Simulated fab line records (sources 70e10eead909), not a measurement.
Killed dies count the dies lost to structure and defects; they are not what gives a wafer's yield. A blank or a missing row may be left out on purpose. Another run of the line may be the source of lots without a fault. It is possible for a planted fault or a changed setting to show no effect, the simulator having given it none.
Which tool is to blame? + flow nandHarc + Sampling: 13 lots, 39 wafers, 5 of 1302 route steps

== WHAT THE GAUGES READ, wafer by wafer ==
NHARC_END_SORT_01.
| lot  | measured     | on        | killedAtArray | killedAtOther | killedAtPeriphery | killedDies | killedOpen | killedShort |
|------|--------------|-----------|---------------|---------------|-------------------|------------|------------|-------------|
| L751 | day 28 03:49 | prober-02 | 61 52 123     | 0 1 0         | 3 4 3             | 64 57 126  | 4 3 2      | 2 3 2       |
| L752 | day 28 19:32 | prober-01 | 42 120 55     | 0 0 0         | 5 4 3             | 47 124 58  | 4 5 8      | 1 3 5       |

== WHAT TOOL EACH LOT RAN ON (gives the tool, then ch and the chambers of the sampled wafers, and finally the start) ==
| lot  | NHARC_A_STAIRCASE_ETCH_273        | NHARC_A_BONDPAD_CMP_19        | NHARC_THIN_TSV_ETCH_15          | NHARC_THIN_TSV_ANNEAL_52        |
|------|-----------------------------------|-------------------------------|---------------------------------|---------------------------------|
| L742 | rieDiel-06 ch 1,2, day 16 07:45   | cmp-01 ch 2,3, day 23 11:49   | rieSi-05 ch 1,2,3, day 24 02:31 | rtpAnneal-02 ch 0, day 24 05:50 |
| L745 | rieDiel-06 ch 1,2,3, day 18 03:55 | cmp-02 ch 1,3, day 24 17:04   | rieSi-02 ch 0,3, day 25 06:30   | rtpAnneal-02 ch 0, day 25 09:45 |
| L747 | rieDiel-11 ch 0,1,3, day 19 00:42 | cmp-02 ch 0,2,3, day 25 19:58 | rieSi-04 ch 1,2,3, day 26 08:59 | rtpAnneal-01 ch 0, day 26 12:29 |
| L751 | rieDiel-06 ch 1,2,3, day 20 13:20 | cmp-01 ch 0,1,2, day 27 02:16 | rieSi-04 ch 1,2,3, day 27 13:47 | rtpAnneal-01 ch 0, day 27 17:15 |
| L752 | rieDiel-06 ch 1,2,3, day 20 22:22 | cmp-01 ch 0,1, day 27 13:20   | rieSi-05 ch 0,2,3, day 28 03:47 | rtpAnneal-01 ch 0, day 28 06:59 |
| L753 | rieDiel-11 ch 0,2, day 21 13:05   | cmp-01 ch 1,2, day 28 05:18   | rieSi-02 ch 0,2, day 28 17:31   | rtpAnneal-02 ch 0, day 28 20:50 |
| L758 | rieDiel-11 ch 1,2, day 23 23:32   | cmp-02 ch 0,3, day 30 10:31   | rieSi-02 ch 0,1,3, day 30 22:32 | rtpAnneal-01 ch 0, day 31 01:46 |
| L759 | rieDiel-11 ch 1,2, day 24 01:35   | cmp-04 ch 0,1,2, day 30 07:51 | rieSi-05 ch 0,1,2, day 30 21:12 | rtpAnneal-02 ch 0, day 31 00:34 |
| L760 | rieDiel-06 ch 2,3, day 24 19:40   | cmp-04 ch 1,2, day 31 03:49   | rieSi-05 ch 0,2,3, day 31 17:25 | rtpAnneal-01 ch 0, day 31 20:35 |
| L762 | rieDiel-06 ch 0,1,2, day 25 00:40 | cmp-01 ch 0,1, day 31 09:21   | rieSi-04 ch 1,2,3, day 32 03:22 | rtpAnneal-01 ch 0, day 32 06:33 |
| L763 | rieDiel-06 ch 0,1, day 25 02:31   | cmp-02 ch 0,3, day 31 13:35   | rieSi-04 ch 0,1, day 32 05:46   | rtpAnneal-01 ch 0, day 32 09:08 |
| L761 | rieDiel-11 ch 0,1,2, day 25 04:22 | cmp-01 ch 0,1,3, day 31 11:12 | rieSi-05 ch 0,2,3, day 32 04:36 | rtpAnneal-01 ch 0, day 32 07:53 |
| L764 | rieDiel-01 ch 0,1,3, day 25 19:58 | cmp-04 ch 0,1,2, day 32 02:29 | rieSi-02 ch 0,2,3, day 32 15:44 | rtpAnneal-02 ch 0, day 32 18:51 |
- NHARC_A_STAIRCASE_ETCH_273: etches the open film in C4F8/O2/Ar, target depth 10200 nm, time 2468.6 s.
- NHARC_A_BONDPAD_CMP_19: polishes, t overpolish 30 s, cu recess touch 16 s, target thk 169.82 nm.
- NHARC_THIN_TSV_ETCH_15: target depth 3000 nm, bosch target overetch cycles 2, bosch etch step 2.8 s.
- NHARC_THIN_TSV_ANNEAL_52: time 90 s.

== WHAT THE TOOLS THEMSELVES READ (means of the sampled wafers that have a number; where no wafer has one, the mark that the record gives instead) ==
NHARC_A_STAIRCASE_ETCH_273.
| lot  | tool       | oesProductAu (a.u.) | rfVppV (V) |
|------|------------|---------------------|------------|
| L742 | rieDiel-06 | 0.947               | 1820       |
| L745 | rieDiel-06 | 0.949               | 1814       |
| L747 | rieDiel-11 | 0.944               | 1817       |
| L751 | rieDiel-06 | 0.945               | 1813       |
| L752 | rieDiel-06 | 0.940               | 1813       |
| L753 | rieDiel-11 | 0.933               | 1823       |
| L758 | rieDiel-11 | 0.925               | 1839       |
| L759 | rieDiel-11 | 0.913               | 1839       |
| L760 | rieDiel-06 | 0.952               | 1838       |
| L762 | rieDiel-06 | 0.933               | 1825       |
| L763 | rieDiel-06 | 0.920               | 1822       |
| L761 | rieDiel-11 | 0.924               | 1830       |
| L764 | rieDiel-01 | 0.928               | 1833       |

NHARC_A_BONDPAD_CMP_19.
| lot  | tool   | motorCurrentA (A) | overpolishRunS (s) |
|------|--------|-------------------|--------------------|
| L742 | cmp-01 | 11.3              | 30.001             |
| L745 | cmp-02 | 12.8              | 29.994             |
| L747 | cmp-02 | 13.5              | 29.993             |
| L751 | cmp-01 | 11.8              | 29.995             |
| L752 | cmp-01 | 12.9              | 30.003             |
| L753 | cmp-01 | 11.6              | 30.006             |
| L758 | cmp-02 | 13.6              | 30.000             |
| L759 | cmp-04 | 11.9              | 29.995             |
| L760 | cmp-04 | 12.4              | 30.000             |
| L762 | cmp-01 | 12.9              | 30.002             |
| L763 | cmp-02 | 13.8              | 29.994             |
| L761 | cmp-01 | 12.5              | 29.997             |
| L764 | cmp-04 | 12.3              | 29.996             |

NHARC_THIN_TSV_ETCH_15.
| lot  | tool     | drypumpMotorCurrentA (A) |
|------|----------|--------------------------|
| L742 | rieSi-05 | 5.6                      |
| L745 | rieSi-02 | 5.8                      |
| L747 | rieSi-04 | 5.6                      |
| L751 | rieSi-04 | 5.6                      |
| L752 | rieSi-05 | 5.5                      |
| L753 | rieSi-02 | 5.8                      |
| L758 | rieSi-02 | 5.9                      |
| L759 | rieSi-05 | 5.7                      |
| L760 | rieSi-05 | 5.5                      |
| L762 | rieSi-04 | 5.6                      |
| L763 | rieSi-04 | 5.9                      |
| L761 | rieSi-05 | 5.4                      |
| L764 | rieSi-02 | 6.0                      |

NHARC_THIN_TSV_ANNEAL_52.
| lot  | tool         | annealTempCMax | wafer_temp_C_max |
|------|--------------|----------------|------------------|
| L742 | rtpAnneal-02 | 226.7          | 226.0            |
| L745 | rtpAnneal-02 | 226.2          | 226.4            |
| L747 | rtpAnneal-01 | 226.6          | 225.9            |
| L751 | rtpAnneal-01 | 225.9          | 225.7            |
| L752 | rtpAnneal-01 | 226.4          | 225.8            |
| L753 | rtpAnneal-02 | 226.1          | 226.3            |
| L758 | rtpAnneal-01 | 226.8          | 225.9            |
| L759 | rtpAnneal-02 | 226.6          | 226.3            |
| L760 | rtpAnneal-01 | 226.3          | 225.7            |
| L762 | rtpAnneal-01 | 226.4          | 225.7            |
| L763 | rtpAnneal-01 | 226.5          | 225.8            |
| L761 | rtpAnneal-01 | 226.6          | 225.7            |
| L764 | rtpAnneal-02 | 226.8          | 225.8            |

== THE ANSWER, worked out from the rows above alone ==
Rule: usual is defined by the lots themselves. Put in order of their means at a reading, lots are off if they are a third of the lots or fewer, leave a main group of 4 or more, and stand apart from it by a gap of 3 or more times the standard deviation of the main group's means; of several such gaps the widest counts. If all means in a main group match to the digits the tables above print for the reading, that group is not used. A lot without any number at a reading at which 4 lots or more have one is off too. Where the step has rows for the other lots, those lots are counted as sound. First the gauges in route order, then the tools' own readings, where a lot's mean is used as printed above. The first step at which some lot is off is used, and at that step the reading that is off furthest; a lot without a number counts as furthest.
No lot is off at any reading shown: from this, nothing can be told.

== WHAT WAS PUT IN BY THE SIMULATOR ==
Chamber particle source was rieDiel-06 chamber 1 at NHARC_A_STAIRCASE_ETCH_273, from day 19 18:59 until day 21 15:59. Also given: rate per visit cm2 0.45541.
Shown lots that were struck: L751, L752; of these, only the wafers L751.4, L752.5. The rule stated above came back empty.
